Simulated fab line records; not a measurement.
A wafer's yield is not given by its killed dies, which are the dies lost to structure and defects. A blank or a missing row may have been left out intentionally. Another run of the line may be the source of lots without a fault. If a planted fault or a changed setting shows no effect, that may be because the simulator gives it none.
2 desks, one fault :: flow nand harc :: only its own numbers are on each desk; what lay behind them is given at the end

TOOL OWNER'S DESK, cmp-01
The tool's own readings at NHARC_P_M1_CMP_23 (polishes, t overpolish 20 s, target thk 157.82 nm): means of the sampled wafers that have a number, for each lot that ran on this tool. Marked OUT: a lot whose mean sits more than 4 standard deviations from the usual mean, which makes it out of limits; the brackets give that distance.
Columns: A = motor current A at NHARC_P_M1_CMP_23, usual 11.9 A; B = time to endpoint s at NHARC_P_M1_CMP_23, usual 29 s
lot: L163
first seen here: day 7 02:41
A: 11.1
B: 27

lot: L170
first seen here: day 10 06:00
A: 11.8
B: 28

lot: L171
first seen here: day 10 23:59
A: 12.3
B: 28

lot: L179
first seen here: day 13 21:52
A: 11.2
B: 27

lot: L180
first seen here: day 14 03:02
A: 11.0
B: 27
Result from this desk: across the 5 lots, nothing is out of limits.

THE DEFECT DESK
Inspection counts along the route, by lot: the mean over sampled wafers that carry a number. Marked OUT: a lot whose mean sits more than 4 standard deviations from the usual mean, which makes it out of limits; the brackets give that distance.
Columns: A = raw defect count at NHARC_P_M1_INSPECT_27, usual 326; B = raw defect count at NHARC_P_M2_INSPECT_11, usual 5
lot: L161
first seen here: day 6 13:38
A: 325
B: 13

lot: L163
first seen here: day 7 03:09
A: 186
B: 5

lot: L170
first seen here: day 10 06:26
A: 1538 (+10) OUT
B: 1245 (+99 or more) OUT

lot: L171
first seen here: day 11 00:28
A: 1821 (+12) OUT
B: 1252 (+99 or more) OUT

lot: L174
first seen here: day 11 13:59
A: 304
B: 8

lot: L177
first seen here: day 13 04:31
A: 369
B: 7

lot: L178
first seen here: day 13 05:55
A: 276
B: 3

lot: L179
first seen here: day 13 22:20
A: 257
B: 12

lot: L180
first seen here: day 14 03:28
A: 301
B: 6

lot: L182
first seen here: day 15 08:09
A: 282
B: 3

lot: L184
first seen here: day 15 18:32
A: 397
B: 9

lot: L183
first seen here: day 15 18:53
A: 458
B: 8
This desk's finding: out of limits on L170, L171; first on L170, day 10 06:26 (raw defect count at NHARC_P_M1_INSPECT_27). In limits: L161, L163, L174, L177, L178, L179, L180, L182, L184, L183.

TAKEN TOGETHER
The defect desk could have raised an alarm at day 10 06:26, on L170, L171.
Nothing out of limits was seen by the tool owner's desk.
The tool owner's desk has L170, L171 on record, within its limits.
On cmp-01, each named lot ran NHARC_P_M1_CMP_23.

WHAT THE SIMULATOR PUT IN
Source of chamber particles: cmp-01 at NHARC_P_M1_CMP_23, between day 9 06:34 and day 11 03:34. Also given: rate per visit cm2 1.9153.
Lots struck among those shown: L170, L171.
Hours from the fault's start to each desk's first reading out of limits: the defect desk, 24.
